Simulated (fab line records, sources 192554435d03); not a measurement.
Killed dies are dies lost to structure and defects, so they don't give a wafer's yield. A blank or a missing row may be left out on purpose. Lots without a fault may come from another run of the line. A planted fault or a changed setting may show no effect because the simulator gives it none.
Chamber matching | flow n5_finfet | N5_BEOL_M5_DESCUM_33 on rie_diel-04: 4 sister chambers
The step chemistry O2, time 7 s. 16 wafers are shown with their chamber, then 8 later ones without.

WAFERS WITH THEIR CHAMBER
wafer  | chamber | showerhead_plenum_p_Torr (Torr) | throttle_valve_pct (%) | oes_product_au (a.u.)
L075.1 | 2       | 2.14                            | 20.5                   | 0.81
L075.3 | 1       | 2.00                            | 20.8                   | 0.68
L075.5 | 1       | 2.00                            | 20.7                   | 0.69
L077.2 | 2       | 2.14                            | 20.5                   | 0.81
L077.3 | 1       | 2.00                            | 20.8                   | 0.68
L077.4 | 0       | 2.26                            | 20.2                   | 0.92
L086.4 | 2       | 2.14                            | 20.5                   | 0.79
L086.5 | 0       | 2.25                            | 20.2                   | 0.89
L086.6 | 3       | 2.09                            | 19.7                   | 0.86
L088.1 | 3       | 2.09                            | 19.7                   | 0.85
L088.2 | 2       | 2.14                            | 20.5                   | 0.78
L088.3 | 0       | 2.25                            | 20.2                   | 0.88
L088.4 | 3       | 2.09                            | 19.8                   | 0.85
L088.5 | 2       | 2.14                            | 20.5                   | 0.79
L088.6 | 0       | 2.25                            | 20.2                   | 0.88
L092.1 | 2       | 2.13                            | 20.5                   | 0.78

SIGNATURES (means of the wafers above)
reading                  | chamber 0 | chamber 1 | chamber 2 | chamber 3 | scatter within a chamber
showerhead_plenum_p_Torr | 2.2525    | 2.0000    | 2.1383    | 2.0900    | 0.00363
throttle_valve_pct       | 20.200    | 20.767    | 20.500    | 19.733    | 0.0333
oes_product_au           | 0.8925    | 0.6833    | 0.7933    | 0.8533    | 0.0134
Rule: a wafer's distance from a chamber is the root of the sum, over the readings, of the square of ((its reading less the chamber's mean) divided by the reading's scatter). The wafer belongs to the nearest chamber; if the next one is less than 2 further off, it can't be placed. The scatter: the root of (the sum of the squares of (reading less its chamber's mean) over the shown wafers, divided by (wafers less chambers)).

WAFERS WITHOUT THEIR CHAMBER
wafer  | showerhead_plenum_p_Torr (Torr) | throttle_valve_pct (%) | oes_product_au (a.u.)
L092.4 | 2.09                            | 19.7                   | 0.84
L092.5 | 2.26                            | 20.6                   | 1.01
L087.1 | 2.26                            | 20.6                   | 1.01
L087.3 | 2.13                            | 20.5                   | 0.79
L087.5 | 2.09                            | 19.8                   | 0.84
L095.1 | 2.25                            | 20.6                   | 0.94
L095.3 | 2.08                            | 19.8                   | 0.82
L095.4 | 2.13                            | 20.5                   | 0.77

WHICH CHAMBER EACH WENT THROUGH
wafer  | from the rows above | in truth
L092.4 | 3                   | 3
L092.5 | 0                   | 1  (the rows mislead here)
L087.1 | 0                   | 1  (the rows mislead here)
L087.3 | 2                   | 2
L087.5 | 3                   | 3
L095.1 | 0                   | 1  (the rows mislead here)
L095.3 | 3                   | 3
L095.4 | 2                   | 2
Placed correctly: 5 of 8. Can't be placed from these rows: 0. Placed wrongly: 3.
